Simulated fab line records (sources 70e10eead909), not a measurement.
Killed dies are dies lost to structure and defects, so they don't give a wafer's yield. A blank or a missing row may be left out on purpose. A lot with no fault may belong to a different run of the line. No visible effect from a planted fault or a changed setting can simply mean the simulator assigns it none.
Struck lot and sound lot, side by side || flow nand harc || 38 out of 1159 route steps
Sound: wafers L373.1, L373.4, L373.6. Struck: wafers L379.1, L379.3, L379.6. The cause is named last.
At each step with rows: each side's tool, then ch and its chambers, then its first start. Under that, the readings that differ: sound wafers || struck wafers || difference of the means || sigmas: that difference in standard deviations of wafers without a fault.
alike: words and numbers the same on both sides, and readings whose means are apart by under 2 such deviations; not compared: readings that were withheld, readings missing a value for some wafer, numbers with overlapping values and no deviation given by the record, and bounds like >300 which may hide the same value.
Wherever a step has rows on one side only, a row that says differs or no value, or a row with sigmas, the two part there. Numbers that don't overlap but have no deviation are shown without sigmas and don't part them. A reading that every wafer of one side lacks parts them only if that side has two wafers or more.

first, 2 steps without rows for these wafers: NHARC_A_SOURCE_PLATE_SRD_01; NHARC_A_SOURCE_PLATE_OXIDE_02 (material SiO2, target thk 10 nm, ox time 1362 s).
NHARC_A_SOURCE_PLATE_THK_MEAS_09: measures by ellipsometry.
  sound on film metro-01, day 7 09:29; struck on film metro-01, day 8 08:19
  alike: thk nm
then, 3 steps without rows for these wafers: NHARC_A_SOURCE_PLATE_PVD_04 (deposits WSi2, target thk 50 nm); NHARC_A_SOURCE_PLATE_CVD_03 (deposits poly-Si, target thk 200 nm, time 4000 s); NHARC_A_SOURCE_PLATE_ANNEAL_05 (time 1800 s).
NHARC_A_SOURCE_PLATE_THK_MEAS_06: measures by ellipsometry.
  sound on film metro-02, day 7 23:55; struck on film metro-01, day 8 21:14
  alike: thk nm
NHARC_A_SOURCE_PLATE_INSPECT_08:
  sound on defect inspect-02, day 7 23:59; struck on defect inspect-01, day 8 21:20
  alike: raw defect count
after that, 1 step with no rows for these wafers: NHARC_A_ONON_D1_DEP_00 (target thk 1000 nm).
NHARC_A_ONON_D1_THK_MEAS_02: measures by ellipsometry.
  sound on film metro-01, day 8 00:35; struck on film metro-02, day 8 21:55
  alike: thk nm
NHARC_A_ONON_D1_DEP_03: target thk 1000 nm.
  sound on pecvd onon-03 ch 0, day 8 00:38; struck on pecvd onon-02 ch 0, day 8 21:59
  alike: susceptor temp C
NHARC_A_ONON_D1_THK_MEAS_05: measures by ellipsometry.
  sound on film metro-01, day 8 01:08; struck on film metro-02, day 8 22:29
  alike: thk nm
after that, 1 step with no rows for these wafers: NHARC_A_ONON_D1_DEP_06 (target thk 1000 nm).
NHARC_A_ONON_D1_THK_MEAS_08: measures by ellipsometry.
  sound on film metro-01, day 8 01:43; struck on film metro-02, day 8 23:04
  alike: thk nm
after that, 1 step with no rows for these wafers: NHARC_A_ONON_D1_DEP_09 (target thk 1000 nm).
NHARC_A_ONON_D1_THK_MEAS_11: measures by ellipsometry.
  sound on film metro-01, day 8 02:16; struck on film metro-01, day 8 23:38
  alike: thk nm
after that, 1 step with no rows for these wafers: NHARC_A_ONON_D1_DEP_12 (target thk 1000 nm).
NHARC_A_ONON_D1_THK_MEAS_14: measures by ellipsometry.
  sound on film metro-01, day 8 02:50; struck on film metro-02, day 9 00:11
  alike: thk nm
then, 2 steps without rows for these wafers: NHARC_A_ONON_D1_ANNEAL_15 (time 3600 s); NHARC_A_ONON_D1_DEP_16 (target thk 1000 nm).
NHARC_A_ONON_D1_THK_MEAS_18: measures by ellipsometry.
  sound on film metro-01, day 8 12:39; struck on film metro-02, day 9 07:14
{"reading": "thk nm (nm)", "sound": "984 985 985", "struck": "1008 1008 1007", "difference": "+23", "sigmas": "+3"}
after that, 1 step with no rows for these wafers: NHARC_A_ONON_D1_DEP_19 (target thk 1000 nm).
NHARC_A_ONON_D1_THK_MEAS_21: measures by ellipsometry.
  sound on film metro-02, day 8 13:13; struck on film metro-01, day 9 07:47
{"reading": "thk nm (nm)", "sound": "980 981 981", "struck": "1001 1003 1003", "difference": "+22", "sigmas": "+2"}
after that, 1 step with no rows for these wafers: NHARC_A_ONON_D1_DEP_22 (target thk 1000 nm).
NHARC_A_ONON_D1_THK_MEAS_24: measures by ellipsometry.
  sound on film metro-01, day 8 13:47; struck on film metro-01, day 9 08:22
{"reading": "thk nm (nm)", "sound": "995 999 996", "struck": "1022 1022 1022", "difference": "+25", "sigmas": "+3"}
after that, 1 step with no rows for these wafers: NHARC_A_ONON_D1_DEP_25 (target thk 1000 nm).
NHARC_A_ONON_D1_THK_MEAS_27: measures by ellipsometry.
  sound on film metro-01, day 8 14:20; struck on film metro-01, day 9 08:56
  alike: thk nm
after that, 1 step with no rows for these wafers: NHARC_A_ONON_D1_DEP_28 (target thk 1000 nm).
NHARC_A_ONON_D1_THK_MEAS_30: measures by ellipsometry.
  sound on film metro-02, day 8 14:55; struck on film metro-02, day 9 09:29
{"reading": "thk nm (nm)", "sound": "994 994 995", "struck": "1020 1021 1021", "difference": "+26", "sigmas": "+2"}
NHARC_A_ONON_D1_DEP_33: deposits SiO2, target thk 200 nm.
  sound on pecvd-03 ch 0,2, day 8 14:58; struck on pecvd-02 ch 0,1, day 9 09:38
  alike: heater power w, susceptor temp C, throttle valve pct
NHARC_A_ONON_D1_THK_MEAS_34: measures by ellipsometry.
  sound on film metro-01, day 8 15:23; struck on film metro-01, day 9 09:59
  alike: thk nm
NHARC_A_CHANNEL_HOLE_D1_DEP_00: deposits aC, target thk 3100 nm.
  sound on acl dep-03 ch 0, day 8 17:03; struck on acl dep-03 ch 0, day 9 10:08
  alike: susceptor temp C, throttle valve pct
NHARC_A_CHANNEL_HOLE_D1_DEP_01: deposits SiON, target thk 140 nm.
  sound on pecvd-01 ch 0,1,2, day 8 19:01; struck on pecvd-03 ch 0,1,2, day 9 12:05
  alike: heater power w, susceptor temp C
then, 4 steps without rows for these wafers: NHARC_A_CHANNEL_HOLE_D1_DEHYDRATE_02 (time 120 s); NHARC_A_CHANNEL_HOLE_D1_HMDS_03 (time 30 s); NHARC_A_CHANNEL_HOLE_D1_COAT_36 (time 75 s); NHARC_A_CHANNEL_HOLE_D1_COAT_37 (time 65 s).
-- record jumps: 11 days between struck wafers' starts before vs after; left off in module A_CHANNEL_HOLE_D1, resumes in module END, first step shown is number 1159 of the route --
NHARC_END_SORT_01:
  sound on prober-01 ch 0, day 19 23:36; struck on prober-01 ch 0, day 20 15:23
{"reading": "killed at array", "sound": "26 24 21", "struck": "89 76 80", "difference": "+58", "sigmas": "+6"}
{"reading": "killed dies", "sound": "31 28 26", "struck": "93 84 85", "difference": "+59", "sigmas": "+6"}
{"reading": "killed open", "sound": "1 1 1", "struck": "5 4 5", "difference": "+4", "sigmas": "+2"}
  alike: killed at other, killed at periphery, killed short

## WHERE THEY PART
At NHARC_A_ONON_D1_THK_MEAS_18 first; at NHARC_END_SORT_01 last (within this record only).

WHY: whatever the simulator had introduced
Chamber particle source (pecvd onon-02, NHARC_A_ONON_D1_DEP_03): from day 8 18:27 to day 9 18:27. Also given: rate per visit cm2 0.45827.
